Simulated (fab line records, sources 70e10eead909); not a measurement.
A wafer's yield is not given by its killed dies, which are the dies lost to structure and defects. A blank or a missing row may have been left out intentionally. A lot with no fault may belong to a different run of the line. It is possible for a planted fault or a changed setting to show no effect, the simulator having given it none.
Chamber matching | flow nand-harc | ald-hk-01 running NHARC_A_CHANNEL_FILL_D1_ALD_16: 4 sister chambers
The step deposits SiO2, target thk 1.5 nm, pulse time 10 s, ald cycles 15. 4 wafers are shown with their chamber, then 8 later ones without.

EACH WAFER AND ITS CHAMBER
wafer  | chamber | heater-power-w (W)
L082.5 | 2       | 461
L090.2 | 3       | 577
L090.5 | 0       | 389
L089.1 | 1       | 534

WAFERS WITH NO CHAMBER GIVEN
wafer  | heater-power-w (W)
L089.4 | 375
L089.5 | 581
L095.3 | 566
L095.4 | 456
L095.6 | 459
L097.3 | 509
L097.5 | 463
L097.6 | 518

WHICH CHAMBER EACH ONE RAN IN
wafer  | from the rows above     | in truth
L089.4 | 0                       | 0
L089.5 | 3                       | 3
L095.3 | can't be placed: 3 or 1 | 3
L095.4 | 2                       | 2
L095.6 | 2                       | 2
L097.3 | can't be placed: 1 or 2 | 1
L097.5 | 2                       | 2
L097.6 | 1                       | 1
Placed correctly: 6 of 8. Not placeable from these rows: 2 (in 2, the candidates include the true chamber). 0 placed wrongly.
How it was worked out, from the rows above alone: a wafer's distance from a chamber is the root of the sum, over the readings, of the square of ((its reading less the chamber's mean) divided by the reading's scatter). The wafer belongs to the nearest chamber; if the next one is less than 2 further off, it can't be placed. For every chamber, the mean is computed from those of its wafers that are shown. The scatter (one wafer shown for each chamber): square how far every hidden wafer sits from the nearest shown wafer, average those squares and take the square root.
